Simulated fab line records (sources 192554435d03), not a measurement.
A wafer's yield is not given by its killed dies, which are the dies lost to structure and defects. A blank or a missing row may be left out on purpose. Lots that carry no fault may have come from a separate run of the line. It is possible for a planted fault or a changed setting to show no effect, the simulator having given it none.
Matching of chambers :: flow n5-finfet :: N5_BEOL_M11_CURE_72 on uv-cure-01 has 3 sister chambers
The step cures SiCOH lowk, time 120 s. 6 wafers are shown with their chamber, then 12 later ones without.

== EACH WAFER AND ITS CHAMBER ==
wafer: L078.4
chamber: 0
wafer_temp_C_max: 371.3
lamp-power-pct (%): 52.28

wafer: L078.5
chamber: 0
wafer_temp_C_max: 371.3
lamp-power-pct (%): 52.31

wafer: L089.3
chamber: 1
wafer_temp_C_max: 371.8
lamp-power-pct (%): 52.24

wafer: L089.5
chamber: 1
wafer_temp_C_max: 371.8
lamp-power-pct (%): 52.36

wafer: L093.3
chamber: 2
wafer_temp_C_max: 371.5
lamp-power-pct (%): 52.31

wafer: L093.5
chamber: 2
wafer_temp_C_max: 371.4
lamp-power-pct (%): 52.33

== WAFERS WITH NO CHAMBER GIVEN ==
wafer: L096.1
wafer_temp_C_max: 372.4
lamp-power-pct (%): 52.32

wafer: L096.3
wafer_temp_C_max: 372.1
lamp-power-pct (%): 52.22

wafer: L096.5
wafer_temp_C_max: 371.7
lamp-power-pct (%): 52.32

wafer: L096.2
wafer_temp_C_max: 372.2
lamp-power-pct (%): 52.28

wafer: L096.4
wafer_temp_C_max: 372.1
lamp-power-pct (%): 52.22

wafer: L096.6
wafer_temp_C_max: 372.1
lamp-power-pct (%): 52.36

wafer: L095.3
wafer_temp_C_max: 372.2
lamp-power-pct (%): 52.29

wafer: L095.5
wafer_temp_C_max: 373.0
lamp-power-pct (%): 52.28

wafer: L095.6
wafer_temp_C_max: 372.2
lamp-power-pct (%): 52.36

wafer: L097.2
wafer_temp_C_max: 371.4
lamp-power-pct (%): 52.29

wafer: L097.3
wafer_temp_C_max: 371.0
lamp-power-pct (%): 52.40

wafer: L097.4
wafer_temp_C_max: 371.1
lamp-power-pct (%): 52.33

== EACH ONE'S CHAMBER ==
wafer: L096.1
from the rows above: 1
in truth: 1

wafer: L096.3
from the rows above: 1
in truth: 1

wafer: L096.5
from the rows above: 1
in truth: 1

wafer: L096.2
from the rows above: 1
in truth: 1

wafer: L096.4
from the rows above: 1
in truth: 1

wafer: L096.6
from the rows above: 1
in truth: 1

wafer: L095.3
from the rows above: 1
in truth: 1

wafer: L095.5
from the rows above: 1
in truth: 1

wafer: L095.6
from the rows above: 1
in truth: 1

wafer: L097.2
from the rows above: can't be placed: 2 or 0
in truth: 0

wafer: L097.3
from the rows above: 0
in truth: 0

wafer: L097.4
from the rows above: 0
in truth: 0
11 of 12 placed correctly. Unplaceable from these rows: 1, with the true chamber sitting among the candidates in 1. Number placed wrongly: 0.
How it was worked out, from the rows above alone: a wafer's distance from a chamber is the root of the sum, over the readings, of the square of ((its reading less the chamber's mean) divided by the reading's scatter). The wafer belongs to the nearest chamber; if the next one is less than 2 further off, it can't be placed. The mean given for a chamber averages the wafers shown for that chamber. The scatter is the square root of a quotient: the sum, over the shown wafers, of each reading's squared deviation from its chamber's mean, divided by wafers minus chambers.
